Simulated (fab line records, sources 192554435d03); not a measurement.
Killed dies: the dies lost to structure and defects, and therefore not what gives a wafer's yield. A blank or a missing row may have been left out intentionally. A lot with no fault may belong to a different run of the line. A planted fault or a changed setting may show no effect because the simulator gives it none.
A lot that was struck, set against a sound lot / flow n5 finfet / 40 out of 1938 route steps
Sound: these wafers, L445.1, L445.5, L445.6. Struck: wafer L453.2; the same lot's L453.3 was not struck, so it is left out; see the end for the cause.
Order at every step that has rows: each side's tool, ch and its chambers, its first start. Under that, the readings that differ: sound wafers / struck wafers / difference of the means / sigmas: that difference in standard deviations of wafers without a fault.
alike: a reading whose means differ by less than 2 such deviations, as well as words and numbers matching on both sides. not compared: withheld readings; readings where some wafer has no value; bounds like >300 that might hide an equal value; numbers whose values overlap and for which the record gives no deviation.
The two part at a step that has a row with sigmas, a row that says differs or no value, or rows on one side only. When numbers do not overlap yet have no deviation, they are printed without sigmas and do not part them. A reading missing from all wafers of one side parts the sides only when that side holds two or more wafers.

first, 11 steps without rows for these wafers: N5_HKMG_FIN_STRIP_60 (strips in N2/H2, time 360 s); N5_HKMG_FIN_WET_ETCH_77 (etches La2O3 in dHCl, stops on HfO2, target depth 2 nm); N5_HKMG_FIN_WET_ETCH_78 (etches Al2O3 in dNH4OH, stops on La2O3, target depth 4.5 nm, rinse time 30 s); N5_HKMG_FIN_ALD_79 (deposits TiN, target thk 1.5 nm, pulse time 1 s, purge time 3 s); N5_HKMG_FIN_CVD_62 (deposits a-Si from Si2H6, target thk 3 nm, time 20.8 s); N5_HKMG_FIN_RTA_80 (time 2 s); N5_HKMG_FIN_PRECLEAN_64 (cleans in dHF, time 30 s); N5_HKMG_FIN_WET_ETCH_65 (etches a-Si in TMAH, stops on TiN, time 49 s, target depth 3 nm); N5_HKMG_FIN_WET_ETCH_81 (etches TiN in SC1, stops on HfO2, time 57 s, target depth 6 nm); N5_HKMG_FIN_WET_ETCH_82 (etches La2O3 in dHCl, stops on HfO2, target depth 2 nm, rinse time 30 s); N5_HKMG_FIN_ALD_36 (deposits TiN, target thk 1 nm, pulse time 1 s, purge time 3 s).
N5_HKMG_FIN_PWFM_ALD_03: deposits TiN, target thk 2 nm, pulse time 1 s, purge time 3 s.
  sound on ald metal-03 ch 0,1,3, day 4 19:49; struck on ald metal-03 ch 3, day 6 23:28
reading=ald cycles; sound=91 91 91; struck=139; difference=+48; sigmas=
reading=model.TiN_of_HKMG_FIN_PWFM_ALD_03.thk nm (nm); sound=2 2 2; struck=3; difference=+1; sigmas=
  alike: heater power w, precursor pulse height rel
then, 26 steps without rows for these wafers: N5_HKMG_FIN_COAT_29 (time 60 s, resist thk 300 nm); N5_HKMG_FIN_COAT_30 (time 60 s, resist thk 35 nm); N5_HKMG_FIN_COAT_06 (resist thk 90 nm); N5_HKMG_FIN_EBR_08; N5_HKMG_FIN_SOFTBAKE_07 (time 60 s); N5_HKMG_FIN_EXPOSE_09 (exposes mask NWFM); N5_HKMG_FIN_PEB_10 (peb time 60 s); N5_HKMG_FIN_DEVELOP_11 (develop time 30 s); N5_HKMG_FIN_DESCUM_17 (chemistry O2, time 7.9 s); N5_HKMG_FIN_ETCH_31 (etches SiARC in CF4, target depth 45.5 nm, time 75.8 s); N5_HKMG_FIN_ETCH_32 (etches SOC in N2/H2, target depth 240 nm, time 300 s); N5_HKMG_FIN_STRIP_33 (strips in N2/H2); N5_HKMG_FIN_STRIP_34 (strips in CF4); N5_HKMG_FIN_ETCH_35 (etches SOC in N2/H2, target depth 215.8 nm, time 243.4 s); N5_HKMG_FIN_STRIP_92 (strips SOC in N2/H2, time 20 s); N5_HKMG_FIN_WET_ETCH_18 (etches TiN in SC1, time 55 s, target depth 5.2 nm, rinse time 30 s); N5_HKMG_FIN_STRIP_19 (strips in N2/H2, time 360 s); N5_HKMG_FIN_ALD_91 (deposits TiN, target thk 1 nm, pulse time 1 s, purge time 3 s); N5_HKMG_FIN_COAT_85 (time 60 s, resist thk 300 nm); N5_HKMG_FIN_ETCH_86 (etches SOC in N2/H2, stops on TiN, target depth 393.2 nm); N5_HKMG_FIN_STRIP_89 (strips SOC in N2/H2, time 20 s); N5_HKMG_FIN_WET_ETCH_87 (etches TiN in SC1, time 154.2 s, target depth 4.7 nm, rinse time 30 s); N5_HKMG_FIN_STRIP_88 (strips in N2/H2, time 360 s); N5_HKMG_FIN_NWFM_ALD_20 (deposits TiAlC, target thk 2 nm, pulse time 3 s, purge time 2 s); N5_HKMG_FIN_ALD_71 (deposits TiN, target thk 1 nm, pulse time 1 s, purge time 3 s); N5_HKMG_FIN_COAT_66 (time 60 s, resist thk 300 nm).
-- the record jumps here: 4 days lie between the struck wafers' starts before and after (it left off in module HKMG_FIN and takes up again in module BEOL_M4, whose first step shown is number 1111 of the route) --
N5_BEOL_M4_RC_MEAS_101:
  sound on prober-02 ch 0, day 8 23:52; struck on prober-02 ch 0, day 10 23:59
reading=IOFF_P (nA/um); sound=0.18 0.16 0.14; struck=0.86; difference=+0.70; sigmas=+18
reading=IOFF_P_85C (nA/um); sound=3.2 2.8 2.6; struck=11.9; difference=+9.0; sigmas=+16
reading=IOFF_P_LIN (nA/um); sound=0.083 0.075 0.069; struck=0.393; difference=+0.317; sigmas=+23
reading=IOFF_P_LONG (nA/um); sound=8.2e-05 7.8e-05 8.2e-05; struck=0.000244; difference=+0.000163; sigmas=+15
reading=ION_P (uA/um); sound=455 446 453; struck=503; difference=+52; sigmas=+5
reading=SS_N (mV/dec); sound=71.6 70.9 71.4; struck=72.7; difference=+1.4; sigmas=+2
reading=VT_P (mV); sound=-256 -259 -258; struck=-213; difference=+45; sigmas=+12
reading=VT_P_LONG (mV); sound=-285 -282 -282; struck=-242; difference=+41; sigmas=+11
reading=VT_P_LVT (mV); sound=-105 -107 -109; struck=-62; difference=+45; sigmas=+13
  alike: DIBL_N, DIBL_P, IOFF_N, ION_N, SS_P, VT_N
-- the record jumps here: 5 days lie between the struck wafers' starts before and after (it left off in module BEOL_M4 and takes up again in module PASSIVATION, whose first step shown is number 1936 of the route) --
N5_PASSIVATION_PROBE_49:
  struck on prober-01, day 15 13:11; sound on prober-02, day 13 02:25
reading=killed_at_M4_up; sound=12 21 15; struck=3; difference=-13; sigmas=-2
reading=sort_bin_4_leakage (%); sound=0 0 0; struck=81.61; difference=+81.61; sigmas=
reading=sort n pass; sound=1076 1076 1071; struck=122; difference=-952; sigmas=-50
reading=sort yield pct (%); sound=91.2 91.2 90.8; struck=10.3; difference=-80.8; sigmas=-50
  alike: defect limited yield, killed_at_M0_to_M3, killed at contacts, killed at front end, killed at other, killed dies, killed open, killed short, sort_bin_5_function, sort_bin_6_memory

== WHERE THEY PART ==
First at N5_BEOL_M4_RC_MEAS_101; last, within this record, at N5_PASSIVATION_PROBE_49.

WHY: what the simulator had put in
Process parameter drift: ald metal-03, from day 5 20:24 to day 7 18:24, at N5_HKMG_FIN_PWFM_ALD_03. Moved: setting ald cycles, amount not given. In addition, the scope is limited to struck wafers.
